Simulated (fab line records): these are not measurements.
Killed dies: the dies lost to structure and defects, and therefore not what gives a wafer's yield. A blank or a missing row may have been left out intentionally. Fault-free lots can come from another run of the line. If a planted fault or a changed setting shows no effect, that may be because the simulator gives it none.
Split-lot experiment	flow n5_finfet	39 wafers read from 7 lots, route of 1938 steps

## THE SPLIT
At N5_MOL_CONTACT_COAG_ALD_123 (deposits SiNx, target thk 5 nm, pulse time 1 s, purge time 2 s), the setting ald_cycles was moved away from the recipe's 100 on 18 of the 39 wafers read, by -50.0% to +55.0%. For the rest of the wafers, this setting stayed at what the recipe calls for.

## FROM THE SPLIT TO THE READING: what the file shows between them, 4 steps
- N5_MOL_CONTACT_COAG_PECVD_31: deposits SiO2 from TEOS/O2, target thk 46 nm, time 8.9 s
- N5_MOL_CONTACT_COAG_COAT_75: time 60 s, resist thk 60 nm
- N5_MOL_CONTACT_COAG_STRIP_120: strips in CHF3
- N5_MOL_CONTACT_COAG_VIA_ETCH_117: etches SiO2 in C4F6/O2, target depth 40 nm, overetch 8 nm, time 26 s

## THE READING
etch.depth_nm (the simulator's own value, which no gauge read), in nm, at N5_MOL_CONTACT_COAG_ETCH_124 (etches SiNx in CH3F/O2, stops on SiOC, target depth 6.5 nm). No usual value for it is given in the file. Across the 21 wafers here that went through the recipe, the average is 4.993 nm and the standard deviation 0.028 nm.

wafer	tool, chamber at the split	ald_cycles as run	against the recipe	etch.depth_nm, nm	against lot-mates on the recipe
L077.1	ald_sin-02, 0	57	-43.0%	2.902	-2.130
L077.2	ald_sin-02, 1,0	57	-43.0%	2.869	-2.163
L077.3	ald_sin-02, 3,2,3	100	recipe	5.051	-
L077.4	ald_sin-02, 3,2,3	100	recipe	5.02	-
L077.5	ald_sin-02, 1,0	57	-43.0%	2.892	-2.140
L077.6	ald_sin-02, 3,2,3	100	recipe	5.026	-
L082.1	ald_sin-03, 0,1,2	100	recipe	5.002	-
L082.2	ald_sin-03, 0,1,2	100	recipe	4.98	-
L082.4	ald_sin-03, 0,1,2	100	recipe	4.933	-
L083.1	ald_sin-01, 3,2,2	100	recipe	5.015	-
L083.4	ald_sin-01, 3,2,2	100	recipe	5.015	-
L083.2	ald_sin-01, 0,1,3	155	+55.0%	6.462	+1.454
L083.3	ald_sin-01, 0,1,3	155	+55.0%	6.274	+1.266
L083.5	ald_sin-01, 0,1,3	155	+55.0%	6.463	+1.455
L083.6	ald_sin-01, 3,2,2	100	recipe	4.995	-
L086.1	ald_sin-02, 1,3,2	100	recipe	4.965	-
L086.3	ald_sin-02, 1,3,2	100	recipe	4.965	-
L086.2	ald_sin-02, 1,3,2	100	recipe	5.036	-
L086.4	ald_sin-02, 0	138	+38.0%	6.378	+1.389
L086.5	ald_sin-02, 1,0	138	+38.0%	6.393	+1.404
L086.6	ald_sin-02, 1,0	138	+38.0%	6.314	+1.325
L091.1	ald_sin-03, 0,2,1	133	+33.0%	6.194	+1.203
L091.2	ald_sin-03, 0,2,1	133	+33.0%	6.266	+1.275
L091.3	ald_sin-03, 3,0,1	100	recipe	4.992	-
L091.4	ald_sin-03, 0,2,1	133	+33.0%	6.349	+1.358
L091.5	ald_sin-03, 3,0,1	100	recipe	5.013	-
L091.6	ald_sin-03, 3,0,1	100	recipe	4.969	-
L093.1	ald_sin-03, 2,3,0	100	recipe	4.975	-
L093.2	ald_sin-03, 2,3,0	100	recipe	4.974	-
L093.3	ald_sin-03, 2,3,0	100	recipe	4.988	-
L093.4	ald_sin-03, 1,3,2	148	+48.0%	6.704	+1.725
L093.5	ald_sin-03, 1,3,2	148	+48.0%	6.264	+1.285
L093.6	ald_sin-03, 1,3,2	148	+48.0%	6.688	+1.709
L095.1	ald_sin-03, 3,2,0	100	recipe	4.969	-
L095.2	ald_sin-03, 3,2,0	100	recipe	4.974	-
L095.3	ald_sin-03, 1	50	-50.0%	2.46	-2.521
L095.4	ald_sin-03, 3,2,0	100	recipe	5	-
L095.5	ald_sin-03, 0	50	-50.0%	2.5	-2.481
L095.6	ald_sin-03, 1	50	-50.0%	2.454	-2.527
Where a row lists several chambers, the file gives one row for several wafers and doesn't say which wafer went through which chamber.

FIT RESULTS
A straight line over all 39 wafers: etch.depth_nm changes by +0.039 nm for each +1% of ald_cycles; r = +0.98; the points scatter about the line by 0.26 nm.
The same after taking each lot's own level away (the mean of its wafers on the recipe; 39 wafers): +0.0391 nm for each +1%; r = +0.98; scatter 0.27 nm.
According to that fit, moving ald_cycles by its largest amount changes the reading by 2.2 nm.
The lots' own levels span 4.9717 to 5.0323 nm, that is 2.2 times the standard deviation above.
The two slopes are in agreement: the lot-to-lot level therefore moves the slope only a little.
Check: with one of the wafers moved furthest among these (+55.0%) left out of the fit, the line predicts +2.04 nm for it against its lot-mates. It came out at +1.45 nm against them.

## THESE WAFERS: OTHER SPLITS
Other splits were also applied to these wafers ahead of the reading. Each is held against what the fit with the lots' levels taken away leaves over:
other split on the same wafers	wafers away from the commonest value	r with etch.depth_nm (lot level and that fit taken away)
N5_ZERO_LAYER_DEVELOP_10 develop_time_s	18	-0.25
N5_FIN_SAQP_ETCH_65 time_s	15	+0.08
N5_SD_EPI_N_DESCUM_14 time_s	12	-0.23
N5_HKMG_FIN_DEVELOP_48 develop_time_s	12	-0.14

## THE WHOLE CHAIN: every reading that the file lists as answering this split, in the file's order
step	what it does	reading	change (the file's fit)	r (the file's)
N5_MOL_CONTACT_COAG_ALD_123	deposits SiNx, target thk 5 nm, pulse time 1 s, purge time 2 s	SiNx_of_MOL_CONTACT_COAG_ALD_123.thk_nm (the simulator's own value, which no gauge read)	+0.0501 nm for each +1% of the setting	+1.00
N5_MOL_CONTACT_COAG_ETCH_124	etches SiNx in CH3F/O2, stops on SiOC, target depth 6.5 nm	etch.depth_nm (the simulator's own value, which no gauge read)	+0.038 nm for each +1% of the setting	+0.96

## THE FILE'S OWN FIT
etch.depth_nm changes by +0.038 nm for each +1% of ald_cycles, r = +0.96.
